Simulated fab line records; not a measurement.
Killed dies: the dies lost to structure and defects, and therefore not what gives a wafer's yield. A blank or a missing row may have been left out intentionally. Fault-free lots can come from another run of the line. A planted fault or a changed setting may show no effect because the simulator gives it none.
A struck lot beside a sound one ; flow nandHarc ; 15 out of 1302 route steps
Sound: these wafers, L830.1, L830.2, L830.5. The struck wafers were L844.2, L844.4, L844.5. The cause is given at the end.
Per side, at each step with rows, come the tool, then ch with its chambers, and then its first start. Under that, the readings that differ: sound wafers ; struck wafers ; difference of the means ; sigmas: that difference in standard deviations of wafers without a fault.
alike: words and numbers the same on both sides, and readings whose means are apart by under 2 such deviations; not compared: readings that were withheld, readings missing a value for some wafer, numbers with overlapping values and no deviation given by the record, and bounds like >300 which may hide the same value.
Wherever a step has rows on one side only, a row that says differs or no value, or a row with sigmas, the two part there. Numbers that don't overlap but have no deviation are shown without sigmas and don't part them. Lack of a reading on every wafer of one side parts them only where that side has two or more wafers.

NHARC_P_M2_PVD_20: deposits TaN, target thk 5 nm, time 8.06 s.
  sound on pvdSputter-02; struck on pvdSputter-03
  alike: biasV, cathodeDcPowerW, throttleValvePct
NHARC_P_M2_PVD_21: deposits Cu, target thk 30 nm, time 20.49 s.
  sound on pvdSputter-02; struck on pvdSputter-03
  alike: cathodeDcPowerW, throttleValvePct
then, 1 step without rows for these wafers: NHARC_P_M2_ECD_22 (material Cu, target thk 400 nm).
NHARC_P_M2_ANNEAL_31: time 90 s.
  sound on rtpAnneal-01 ch 0, day 8 20:03; struck on rtpAnneal-01 ch 0, day 14 12:10
  alike: annealTempC, wafer_temp_C_max
NHARC_P_M2_CMP_23: polishes, t overpolish 20 s, target thk 144.3 nm.
  sound on cmp-02 ch 0,2,3, day 8 20:26; struck on cmp-02 ch 1,2, day 14 12:29
  alike: edgeZonePressureFrac, motorCurrentA, timeToEndpointS
NHARC_P_M2_THK_MEAS_24: measures by xrf.
  sound on filmMetro-02 at day 8 20:43; struck on filmMetro-01 at day 14 12:46
  alike: thkNm
after that, 1 step had no rows for these wafers: NHARC_P_M2_SRD_25.
NHARC_P_M2_INSPECT_27:
  sound on defectInspect-01 at day 8 20:52; struck on defectInspect-02 at day 14 12:58
  alike: rawDefectCount
then, 2 steps without rows for these wafers: NHARC_P_M2_PRE_CLEAN_32 (time 12 s); NHARC_P_M2_DEP_33 (deposits SiCN, target thk 30 nm).
NHARC_P_BONDPAD_DEP_00: deposits SiCN, target thk 250 nm.
  sound on pecvd-02 ch 0,1,2, day 8 21:29; struck on pecvd-03 ch 0,1, day 14 13:31
  alike: chamberPressureTorr, heaterPowerW
NHARC_P_BONDPAD_CMP_32: polishes SiCN, target thk 200 nm.
  sound on cmp-02 ch 1,2, day 8 21:50; struck on cmp-03 ch 0,1,3, day 14 13:57
  no value came back on the struck wafers for edgeZonePressureFrac, motorCurrentA (A); on the sound wafers edgeZonePressureFrac reads 0.994 1.004 0.997
NHARC_P_BONDPAD_THK_MEAS_33: measures by ellipsometry.
  sound on filmMetro-01 at day 8 22:05; struck on filmMetro-02 at day 14 14:11
reading;sound;struck;difference;sigmas
thkNm (nm);200.4 200.2 199.6;248.4 254.0 247.9;+50.0;+36
after that, 1 step had no rows for these wafers: NHARC_P_BONDPAD_SRD_34.
-- break in the record here, with 18 days between the starts of the struck wafers on either side (left off in module P_BONDPAD, picked up again in module END, where the first step shown is number 1302 on the route) --
NHARC_END_SORT_01:
  sound on prober-02 ch 0, day 26 21:06; struck on prober-01 ch 0, day 32 21:10
reading;sound;struck;difference;sigmas
defectLimitedYield (%);93.4 96.6 94.5;0 0 0;-95;-33
killedAtPeriphery;3 0 4;625 622 625;+622;+99 or more
killedDies;45 23 37;677 677 677;+642;+32
sort_bin_2_pct (%);1.8 1.5 1.8;95.3 93.2 94.7;+92.7;+71
sortNPass;632 654 640;0 0 0;-642;-32
sortRimYieldPct (%);92 95 96;0 0 0;-94;-24
sortYieldPct (%);93.4 96.6 94.5;0 0 0;-95;-33
  alike: killedAtArray, killedAtOther, killedOpen, killedShort, sort_bin_3_pct, sort_bin_4_pct

== WHERE THEY PART ==
Earliest at NHARC_P_BONDPAD_CMP_32; latest, in this record, at NHARC_END_SORT_01.

WHY: what the simulator had put in
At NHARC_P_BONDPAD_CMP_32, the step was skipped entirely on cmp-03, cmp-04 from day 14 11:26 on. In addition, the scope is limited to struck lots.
